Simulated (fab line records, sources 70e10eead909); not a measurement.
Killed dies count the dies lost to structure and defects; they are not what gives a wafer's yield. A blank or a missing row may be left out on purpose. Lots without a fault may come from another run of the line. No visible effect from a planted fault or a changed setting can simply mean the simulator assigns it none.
Which tool is to blame?	flow nandHarc	36 wafers from 12 lots sampled at 5 of the route's 1302 steps

== WHAT EACH GAUGE READ, for each wafer ==
NHARC_A_BONDPAD_THK_MEAS_30: measures by ellipsometry. Usual: 199.9 nm for thkNm, sd 1.5.
lot	measured	on	thkNm (nm)	flag
L247	day 23 17:23	filmMetro-01	195.8 199.6 198.5	
L248	day 24 01:07	filmMetro-01	200.9 201.6 202.4	
L251	day 24 10:05	filmMetro-01	199.9 198.4 198.2	
L252	day 25 04:22	filmMetro-02	202.2 201.5 202.6	
L253	day 25 20:53	filmMetro-02	198.8 197.8 202.5	
L254	day 26 18:53	filmMetro-01	199.7 201.0 199.5	
L257	day 27 16:33	filmMetro-02	201.1 202.2 200.2	
L258	day 27 20:17	filmMetro-01	199.3 196.7 198.7	
L259	day 29 03:32	filmMetro-01	199.6 198.9 200.8	
L268	day 31 21:04	filmMetro-01	198.8 200.9 200.0	
L267	day 32 03:14	filmMetro-02	199.8 201.2 200.6	
L269	day 32 18:13	filmMetro-01	200.9 202.0 201.7	

NHARC_END_SORT_01. Usual: defectLimitedYield 90.1 %, standard deviation 2.6; killedAtArray 63, standard deviation 17; killedAtOther 0.8, standard deviation 1.1; killedAtPeriphery 3.5, standard deviation 3; killedDies 67, standard deviation 17; killedOpen 3.1, standard deviation 1.6; killedShort 2.6, standard deviation 1.4.
lot	measured	on	defectLimitedYield (%)	killedAtArray	killedAtOther	killedAtPeriphery	killedDies	killedOpen	killedShort	flag
L259	day 30 10:48	prober-01	84.2 83.5	98 105	3 1	6 6	107 112	2 2	4 2	

== TOOL THAT RAN EACH LOT (tool first, then ch and the chambers of the sampled wafers, then the start) ==
lot	NHARC_A_BONDPAD_DEP_00	NHARC_A_BONDPAD_DESCUM_11	NHARC_A_BONDPAD_ETCH_34
L247	pecvd-04 ch 0,1, day 23 16:47	rieDiel-03 ch 1,3, day 23 18:11	rieDiel-03 ch 0,1, day 23 18:15
L248	pecvd-04 ch 0,2, day 24 00:32	rieDiel-05 ch 0,1, day 24 01:53	rieDiel-05 ch 0,1,3, day 24 01:58
L251	pecvd-01 ch 0,1, day 24 09:26	rieDiel-05 ch 0,1,3, day 24 10:53	rieDiel-05 ch 0,2,3, day 24 10:58
L252	pecvd-04 ch 0,1,2, day 25 03:42	rieDiel-06 ch 1,2,3, day 25 05:08	rieDiel-06 ch 0,1,3, day 25 05:13
L253	pecvd-04 ch 0,1, day 25 20:17	rieDiel-05 ch 0,3, day 25 21:40	rieDiel-05 ch 1,2,3, day 25 21:46
L254	pecvd-01 ch 1,2, day 26 18:14	rieDiel-05 ch 0,1,2, day 26 19:34	rieDiel-05 ch 0,3, day 26 19:38
L257	pecvd-01 ch 0,1,2, day 27 15:54	rieDiel-06 ch 0,2,3, day 27 17:31	rieDiel-06 ch 1,2,3, day 27 17:37
L258	pecvd-03 ch 1,2, day 27 19:41	rieDiel-05 ch 1,2,3, day 27 21:04	rieDiel-05 ch 0,1,2, day 27 21:09
L259	pecvd-03 ch 0,1,2, day 29 02:53	rieDiel-05 ch 1,2,3, day 29 04:19	rieDiel-05 ch 0,2,3, day 29 04:25
L268	pecvd-01 ch 1,2, day 31 20:28	rieDiel-05 ch 0,1,3, day 31 21:51	rieDiel-05 ch 1,2,3, day 31 21:56
L267	pecvd-03 ch 0,2, day 32 03:14 or earlier	rieDiel-06 ch 0,3, day 32 03:53	rieDiel-06 ch 0,2, day 32 03:58
L269	pecvd-04 ch 0,1, day 32 17:33	rieDiel-03 ch 0,1,2, day 32 18:53	rieDiel-03 ch 0,1,2, day 32 18:58
- NHARC_A_BONDPAD_DEP_00: deposits SiCN, target thk 250 nm.
- NHARC_A_BONDPAD_DESCUM_11: chemistry O2, time 3 s.
- NHARC_A_BONDPAD_ETCH_34: etches the open film in N2/H2, target depth 60 nm, overetch 18 nm, time 65.91 s.

== WHAT THE TOOLS THEMSELVES READ (means of the sampled wafers that have a number; where no wafer has one, the mark that the record gives instead) ==
NHARC_A_BONDPAD_DEP_00. Usual: chamberPressureTorr 2.999 Torr, standard deviation 0.0064; heaterPowerW 564 W, standard deviation 71.
lot	tool	chamberPressureTorr (Torr)	heaterPowerW (W)	flag
L247	pecvd-04	3.003	591	
L248	pecvd-04	2.995	633	
L251	pecvd-01	2.995	577	
L252	pecvd-04	2.999	587	
L253	pecvd-04	2.993	574	
L254	pecvd-01	3.001	569	
L257	pecvd-01	3.001	521	
L258	pecvd-03	2.991	539	
L259	pecvd-03	2.999	558	
L268	pecvd-01	3.002	586	
L267	pecvd-03	3.000	585	
L269	pecvd-04	2.999	514	

NHARC_A_BONDPAD_DESCUM_11. Usual: drypumpMotorCurrentA 5.6 A, standard deviation 0.52; oesProductAu 0.998 a.u., standard deviation 0.0081; rfVppV 57.9 V, standard deviation 0.94; showerheadPlenumPTorr 1.93 Torr, standard deviation 0.092; throttleValvePct 11.311 %, standard deviation 0.0099.
lot	tool	drypumpMotorCurrentA (A)	oesProductAu (a.u.)	rfVppV (V)	showerheadPlenumPTorr (Torr)	throttleValvePct (%)	flag
L247	rieDiel-03	5.6	1.008	57.8	2.00	11.311	
L248	rieDiel-05	5.7	1.006	57.8	1.90	11.312	
L251	rieDiel-05	5.7	1.001	57.1	1.96	11.308	
L252	rieDiel-06	5.0	1.002	58.6	1.96	11.317	
L253	rieDiel-05	5.8	0.992	57.7	2.02	11.316	
L254	rieDiel-05	5.5	0.988	58.2	1.88	11.305	
L257	rieDiel-06	5.2	1.010	58.6	1.96	11.308	
L258	rieDiel-05	5.9	1.002	58.1	1.92	11.308	
L259	rieDiel-05	5.9	0.994	58.1	1.92	11.310	
L268	rieDiel-05	5.8	1.001	58.5	1.96	11.301	
L267	rieDiel-06	5.2	1.003	58.1	2.06	11.315	
L269	rieDiel-03	5.5	0.996	57.5	1.90	11.314	

NHARC_A_BONDPAD_ETCH_34. Usual: drypumpMotorCurrentA 5.6 A, standard deviation 0.53; h2FlowSccm 150.0 sccm, standard deviation 0.44; oesProductAu 0.997 a.u., standard deviation 0.0086; rfVppV 431.1 V, standard deviation 2.7; showerheadPlenumPTorr 2.06 Torr, standard deviation 0.1; throttleValvePct 14.171 %, standard deviation 0.0092.
lot	tool	drypumpMotorCurrentA (A)	h2FlowSccm (sccm)	oesProductAu (a.u.)	rfVppV (V)	showerheadPlenumPTorr (Torr)	throttleValvePct (%)	flag
L247	rieDiel-03	5.7	149.9	0.998	430.5	2.04	14.176	
L248	rieDiel-05	5.8	150.3	1.007	432.1	2.09	14.167	
L251	rieDiel-05	5.5	150.1	0.988	432.3	2.07	14.168	
L252	rieDiel-06	5.3	150.1	0.999	432.5	2.09	14.171	
L253	rieDiel-05	5.8	150.8	0.993	430.8	2.04	14.159	
L254	rieDiel-05	5.4	150.0	0.994	432.4	2.12	14.171	
L257	rieDiel-06	5.0	149.9	1.010	430.1	2.08	14.174	
L258	rieDiel-05	5.5	149.8	0.996	429.7	2.00	14.167	
L259	rieDiel-05	5.5	149.9	0.867	431.2	2.07	14.169	OFF
L268	rieDiel-05	5.9	150.0	0.996	430.2	2.04	14.175	
L267	rieDiel-06	5.1	149.5	0.996	434.7	2.19	14.172	
L269	rieDiel-03	5.5	149.6	0.997	430.3	2.03	14.161	

== THE ANSWER, worked out from the rows above alone ==
Rule: lot off if the mean of its wafers having a number is beyond 3 standard deviations from the usual mean. Also off: a lot with no number at a reading for which 4 or more lots have one. All remaining lots with rows at the step are treated as sound. Order of review: gauges by route order, followed by the tools' own readings, for which a lot's mean as printed above is used. At the first step where some lot is off, the reading lying furthest off is the one used; lots without a number count as furthest.
Off, at NHARC_A_BONDPAD_ETCH_34 on oesProductAu: L259.
If a tool, at that step or one of the process steps before it, ran each lot that is off and ran no sound lot following the first of them, it fits. Because NHARC_A_BONDPAD_DEP_00 lacks a start for some lots, the hours and order of its lots are taken from NHARC_A_BONDPAD_THK_MEAS_30. Not one of the candidates tried fits.

== WHAT THE SIMULATOR HAD INSERTED ==
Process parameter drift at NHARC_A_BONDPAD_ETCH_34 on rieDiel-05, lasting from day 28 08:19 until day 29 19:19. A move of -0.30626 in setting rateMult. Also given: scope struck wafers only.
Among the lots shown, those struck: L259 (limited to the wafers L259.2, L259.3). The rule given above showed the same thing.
